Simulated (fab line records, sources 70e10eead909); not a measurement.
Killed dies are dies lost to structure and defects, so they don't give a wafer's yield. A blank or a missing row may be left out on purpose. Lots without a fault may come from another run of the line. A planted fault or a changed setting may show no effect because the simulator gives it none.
Which tool did it? | flow nand_harc | 7 lots, 21 wafers sampled, at 3 steps of a route of 1302

WHAT THE GAUGES READ, wafer by wafer
NHARC_P_CONTACT_CD_MEAS_12: target cd 90 nm.
lot  | measured     | on        | cd_nm (nm)
L316 | day 7 06:36  | cd_sem-03 | 90.6 89.6 90.6
L319 | day 8 12:44  | cd_sem-01 | 89.0 90.1 91.1
L321 | day 9 07:53  | cd_sem-01 | 90.0 90.8 89.5
L325 | day 11 02:04 | cd_sem-02 | 90.6 90.0 100.5
L332 | day 13 17:01 | cd_sem-02 | 89.3 90.9 89.1
L334 | day 14 19:22 | cd_sem-03 | 89.9 90.3 91.3
L336 | day 15 10:13 | cd_sem-01 | 89.5 89.5 89.8

WHICH TOOL RAN EACH LOT (tool, then ch and the chambers of the sampled wafers, then the start)
lot  | NHARC_P_GATE_RTA_82              | NHARC_P_CONTACT_PEB_10
L316 | rtp_anneal-02 ch 0, day 7 04:56  | litho_track-04 ch 0, day 7 06:31
L319 | rtp_anneal-02 ch 0, day 8 11:02  | litho_track-04 ch 0, day 8 12:39
L321 | rtp_anneal-02 ch 0, day 9 06:15  | litho_track-04 ch 0, day 9 07:48
L325 | rtp_anneal-02 ch 0, day 11 00:16 | litho_track-04 ch 0, day 11 01:59
L332 | rtp_anneal-01 ch 0, day 13 15:20 | litho_track-06 ch 0, day 13 16:56
L334 | rtp_anneal-01 ch 0, day 14 17:34 | litho_track-06 ch 0, day 14 19:17
L336 | rtp_anneal-02 ch 0, day 15 08:26 | litho_track-06 ch 0, day 15 10:08
- NHARC_P_GATE_RTA_82: time 30 s.
- NHARC_P_CONTACT_PEB_10: peb time 65 s.

THE ANSWER, worked out from the rows above alone
Rule: what is usual is taken from the lots themselves. Put in order of their means at a reading, lots are off if they are a third of the lots or fewer, leave a main group of 4 or more, and stand apart from it by a gap of 3 or more times the standard deviation of the main group's means; of several such gaps the widest counts. A main group whose means are all the same, to the digits that the tables above print for the reading, isn't used. A lot without any number at a reading at which 4 lots or more have one is off too. The other lots that the step has rows for count as sound.
Off: L325, at NHARC_P_CONTACT_CD_MEAS_12 (cd_nm). The main group: mean 90.0 nm, standard deviation 0.3.
A tool fits if, at a process step before that reading, it ran every lot that is off, and no sound lot after the first of them. The gauges at NHARC_P_CONTACT_CD_MEAS_12 are tried like those tools. One fits: litho_track-04 at NHARC_P_CONTACT_PEB_10. Its last sound lot is L321 (day 9 07:48), its first lot that is off L325 (day 11 01:59): a fault that began between those two fits.

WHAT THE SIMULATOR HAD PUT IN
Process parameter drift: litho_track-04, from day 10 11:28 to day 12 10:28, at NHARC_P_CONTACT_PEB_10. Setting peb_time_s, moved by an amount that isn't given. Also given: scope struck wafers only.
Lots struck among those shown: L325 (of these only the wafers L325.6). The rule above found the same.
